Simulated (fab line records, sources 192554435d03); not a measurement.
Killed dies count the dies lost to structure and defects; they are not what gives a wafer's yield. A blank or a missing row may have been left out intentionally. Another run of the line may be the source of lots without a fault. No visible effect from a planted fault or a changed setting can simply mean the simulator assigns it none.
Chamber matching -- flow n5 finfet -- N5_BEOL_M0_SAQP_PECVD_03 on pecvd-03 has 3 sister chambers
The step deposits SiCN from 3MS/NH3, target thk 12 nm, time 21.1 s. 6 wafers are shown with their chamber, then 9 later ones without.

== WAFERS, EACH WITH ITS CHAMBER ==
wafer,chamber,throttle valve pct (%),showerhead plenum p Torr (Torr)
L079.4,0,9.1,3.685
L080.2,0,9.6,3.683
L081.5,2,8.8,3.664
L082.2,1,9.5,3.663
L082.4,2,8.6,3.673
L082.5,1,9.2,3.680

== WAFERS WITHOUT THEIR CHAMBER ==
wafer,throttle valve pct (%),showerhead plenum p Torr (Torr)
L084.1,8.9,3.673
L084.2,9.3,3.674
L084.4,9.2,3.678
L085.2,9.4,3.679
L085.3,9.3,3.688
L085.6,8.8,3.667
L094.2,8.8,3.677
L094.3,9.5,3.679
L094.5,9.4,3.677

== EACH ONE'S CHAMBER ==
wafer,from the rows above,in truth
L084.1,can't be placed: 2 or 1 or 0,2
L084.2,can't be placed: 1 or 0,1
L084.4,can't be placed: 0 or 1 or 2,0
L085.2,can't be placed: 0 or 1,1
L085.3,can't be placed: 0 or 1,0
L085.6,can't be placed: 2 or 1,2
L094.2,can't be placed: 2 or 1 or 0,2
L094.3,can't be placed: 0 or 1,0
L094.5,can't be placed: 1 or 0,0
Correctly placed: 0 of 9. Unplaceable from these rows: 9, with the true chamber sitting among the candidates in 9. Wrongly placed: 0.
How it was worked out, from the rows above alone: a wafer's distance from a chamber is the root of the sum, over the readings, of the square of ((its reading less the chamber's mean) divided by the reading's scatter). The wafer belongs to the nearest chamber; if the next one is less than 2 further off, it can't be placed. For every chamber, the mean is computed from those of its wafers that are shown. The scatter: take each reading less its chamber's mean, square it, sum over the shown wafers, divide by the number of wafers less the number of chambers, and take the root.
